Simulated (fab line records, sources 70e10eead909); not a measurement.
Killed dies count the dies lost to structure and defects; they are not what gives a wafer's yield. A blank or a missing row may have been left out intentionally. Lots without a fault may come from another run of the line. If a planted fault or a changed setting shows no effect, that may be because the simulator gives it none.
What tool caused it? ; flow nand harc ; 12 lots with 36 wafers sampled at 4 steps, on a route of 1302 steps

## WHAT THE GAUGES SHOWED, per wafer
NHARC_A_CONTACT_CD_MEAS_80.
lot;measured;on;cd nm (nm)
L075;day 22 18:23;cd sem-02;291.1 291.0 290.6
L076;day 23 04:26;cd sem-01;289.2 289.0 288.7
L079;day 24 08:47;cd sem-03;289.6 290.0 291.0
L080;day 24 21:07;cd sem-03;287.9 288.6 288.0
L082;day 25 08:49;cd sem-02;289.7 290.8 289.8
L085;day 26 05:42;cd sem-01;289.4 289.3 289.8
L087;day 27 15:37;cd sem-02;289.0 289.6 288.4
L088;day 28 11:24;cd sem-01;289.6 287.9 288.4
L091;day 28 17:28;cd sem-03;289.9 289.5 289.3
L093;day 30 16:53;cd sem-03;290.3 290.1 289.9
L095;day 31 01:26;cd sem-01;290.0 290.3 290.2
L097;day 32 01:55;cd sem-02;289.9 290.2 290.0

## WHICH TOOL RAN EACH LOT (tool, then ch and the chambers of the sampled wafers, then the start)
lot;NHARC_A_CONTACT_ETCH_78;NHARC_A_CONTACT_ETCH_124;NHARC_A_CONTACT_ETCH_133
L075;rie diel-02 ch 0,1,2, day 22 15:44 or earlier;har cap etch-02 ch 0,1, day 22 15:44;har cap etch-02 ch 0,1, day 22 17:21
L076;rie diel-09 ch 0,2,3, day 23 01:47 or earlier;har cap etch-03 ch 0,1, day 23 01:47;har cap etch-03 ch 0,1, day 23 03:23
L079;rie diel-02 ch 1,2, day 24 06:10 or earlier;har cap etch-02 ch 0,1, day 24 06:10;har cap etch-02 ch 0,1, day 24 07:49
L080;rie diel-11 ch 0,2, day 24 18:15 or earlier;har cap etch-03 ch 0,1, day 24 18:15;har cap etch-03 ch 0,1, day 24 19:52
L082;rie diel-09 ch 0,1,3, day 25 06:13 or earlier;har cap etch-02 ch 0,1, day 25 06:13;har cap etch-02 ch 0,1, day 25 07:54
L085;rie diel-02 ch 1,2, day 26 02:25 or earlier;har cap etch-02 ch 0,1, day 26 02:25;har cap etch-02 ch 0,1, day 26 04:33
L087;rie diel-09 ch 1,2,3, day 27 13:01 or earlier;har cap etch-02 ch 0, day 27 13:01;har cap etch-02 ch 0, day 27 14:40
L088;rie diel-09 ch 1,2,3, day 28 08:47 or earlier;har cap etch-02 ch 0,1, day 28 08:47;har cap etch-02 ch 0,1, day 28 10:23
L091;rie diel-11 ch 0,2, day 28 14:43 or earlier;har cap etch-01 ch 0,1, day 28 14:43;har cap etch-01 ch 0,1, day 28 16:20
L093;rie diel-09 ch 0,2, day 30 11:44 or earlier;har cap etch-02 ch 0,1, day 30 11:44;har cap etch-02 ch 0,1, day 30 15:26
L095;rie diel-09 ch 0,1,3, day 30 22:49 or earlier;har cap etch-03 ch 0,1, day 30 22:49;har cap etch-03 ch 0,1, day 31 00:26
L097;rie diel-09 ch 2,3, day 31 23:18 or earlier;har cap etch-03 ch 0,1, day 31 23:18;har cap etch-03 ch 0,1, day 32 00:55
- NHARC_A_CONTACT_ETCH_78: etches the open film in O2/COS, target depth 5300 nm, time 1378 s.
- NHARC_A_CONTACT_ETCH_124: etches the open film in C4F8/O2/Ar, time 140 s, target depth 700 nm.
- NHARC_A_CONTACT_ETCH_133: etches the open film in C4F8/O2/Ar, time 374 s, target depth 1610 nm.

## THE ANSWER, worked out from the rows above alone
Rule: the usual values come from the lots themselves. Put in order of their means at a reading, lots are off if they are a third of the lots or fewer, leave a main group of 4 or more, and stand apart from it by a gap of 3 or more times the standard deviation of the main group's means; of several such gaps the widest counts. If all means in a main group match to the digits the tables above print for the reading, that group is not used. A lot without any number at a reading at which 4 lots or more have one is off too. The other lots that the step has rows for count as sound.
No lot is off at any reading shown: from this, nothing can be told.

## WHAT THE SIMULATOR HAD INSERTED
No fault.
